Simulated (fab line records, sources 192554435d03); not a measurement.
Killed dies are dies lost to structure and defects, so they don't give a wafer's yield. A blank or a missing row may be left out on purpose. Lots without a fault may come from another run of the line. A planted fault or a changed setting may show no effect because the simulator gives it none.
A struck lot beside a sound one | flow n5_finfet | 36 steps out of a route of 1938
Sound: wafers L898.1, L898.5. Struck: wafers L896.3, L896.5, L896.6. The cause comes at the end.
At each step with rows: each side's tool, then ch and its chambers, then its first start. Under that, the readings that differ: sound wafers | struck wafers | difference of the means | sigmas: that difference in standard deviations of wafers without a fault.
alike: readings whose means differ by less than 2 such deviations, and words and numbers that are the same on both sides. not compared: withheld readings, readings that some wafer has no value for, bounds like >300 that may hide the same value, and numbers for which the record gives no deviation and whose values overlap.
The two part at a step that has a row with sigmas, a row that says differs or no value, or rows on one side only. Numbers that don't overlap but have no deviation are shown without sigmas and don't part them. A reading that every wafer of one side lacks parts them only if that side has two wafers or more.

first, 9 steps without rows for these wafers: N5_BEOL_M4_ANNEAL_95 (time 240 s); N5_BEOL_M4_SPUTTER_96 (material Cu, target thk 4.5 nm, time 8.29 s); N5_BEOL_M4_ECD_50 (material Cu, target thk 300 nm); N5_BEOL_M4_ANNEAL_51 (time 90 s); N5_BEOL_M4_CMP_52 (polishes, stops on SiOC, t overpolish 6.8 s, target thk 40 nm); N5_BEOL_M4_PRE_CLEAN_60 (time 15 s); N5_BEOL_M4_CO_CAP_55 (material Co, precursor CCTBA/H2, target thk 2 nm, time 102.1 s); N5_BEOL_M4_PRE_CLEAN_56 (time 15 s); N5_BEOL_M4_DEP_57 (deposits SiCN from 3MS/NH3, target thk 8 nm, time 14 s).
N5_BEOL_M4_RC_MEAS_101:
  sound on prober-01 ch 0, day 13 03:11; struck on prober-02 ch 0, day 12 02:12
  alike: DIBL_N, DIBL_P, IOFF_N, IOFF_P, ION_N, ION_P, SS_N, SS_P, VT_N, VT_P
then, 24 steps without rows for these wafers: N5_BEOL_M5_ILD_DEP_00 (deposits SiCOH lowk from DEMS/porogen, target thk 140.64 nm, time 25.9 s); N5_BEOL_M5_CURE_79 (cures SiCOH lowk, time 240 s); N5_BEOL_M5_PECVD_70 (deposits SiO2 from TEOS/O2, target thk 16 nm, time 18 s); N5_BEOL_M5_HM_DEP_02 (deposits TiN, target thk 20 nm); N5_BEOL_M5_COAT_59 (time 60 s, resist thk 60 nm); N5_BEOL_M5_COAT_60 (time 60 s, resist thk 12 nm); N5_BEOL_M5_COAT_71 (time 60 s, resist thk 5 nm); N5_BEOL_M5_COAT_05 (resist thk 30 nm); N5_BEOL_M5_EBR_07; N5_BEOL_M5_SOFTBAKE_06 (time 60 s); N5_BEOL_M5_EXPOSE_08 (exposes mask M5, target cd 28 nm); N5_BEOL_M5_PEB_09 (peb time 60 s); N5_BEOL_M5_DEVELOP_10 (develop time 30 s); N5_BEOL_M5_DESCUM_16 (chemistry O2, time 7 s); N5_BEOL_M5_ETCH_72 (etches underlayer in N2/H2, target depth 6.5 nm, time 5.2 s); N5_BEOL_M5_ETCH_61 (etches SiARC in CF4, target depth 15.6 nm, time 26 s); N5_BEOL_M5_ETCH_62 (etches SOC in N2/H2, target depth 75 nm, overetch 15 nm, time 112.5 s); N5_BEOL_M5_STRIP_63 (strips in N2/H2); N5_BEOL_M5_STRIP_73 (strips in N2/H2); N5_BEOL_M5_STRIP_64 (strips in CF4); N5_BEOL_M5_HM_OPEN_17 (chemistry Cl2/BCl3, target TiN, target depth 20 nm, overetch 6 nm); N5_BEOL_M5_STRIP_19 (strips in O2); N5_BEOL_M5_COAT_65 (time 60 s, resist thk 60 nm); N5_BEOL_M5_COAT_66 (time 60 s, resist thk 12 nm).
-- the record jumps here: 4 days lie between the struck wafers' starts before and after (it left off in module BEOL_M5 and takes up again in module BEOL_M14, whose first step shown is number 1756 of the route) --
N5_BEOL_M14_STRIP_37: strips in O2.
  sound on rie_diel-06 ch 1,2, day 17 00:05; struck on rie_diel-02 ch 0,1, day 16 00:17
  no value came back on the struck wafers for any of 7 readings (bias_power_w (W), chamber_pressure_mTorr (mTorr) and others); on the sound wafers bias_power_w (W) reads 0 0
  not compared: rf_hours_counter_h
N5_PASSIVATION_PROBE_49:
  the record has rows for the struck wafers here (prober-01, day 17 06:19) and none for the sound ones

WHERE THEY PART
First at N5_BEOL_M14_STRIP_37; last, within this record, at N5_PASSIVATION_PROBE_49.

WHY: what the simulator had put in
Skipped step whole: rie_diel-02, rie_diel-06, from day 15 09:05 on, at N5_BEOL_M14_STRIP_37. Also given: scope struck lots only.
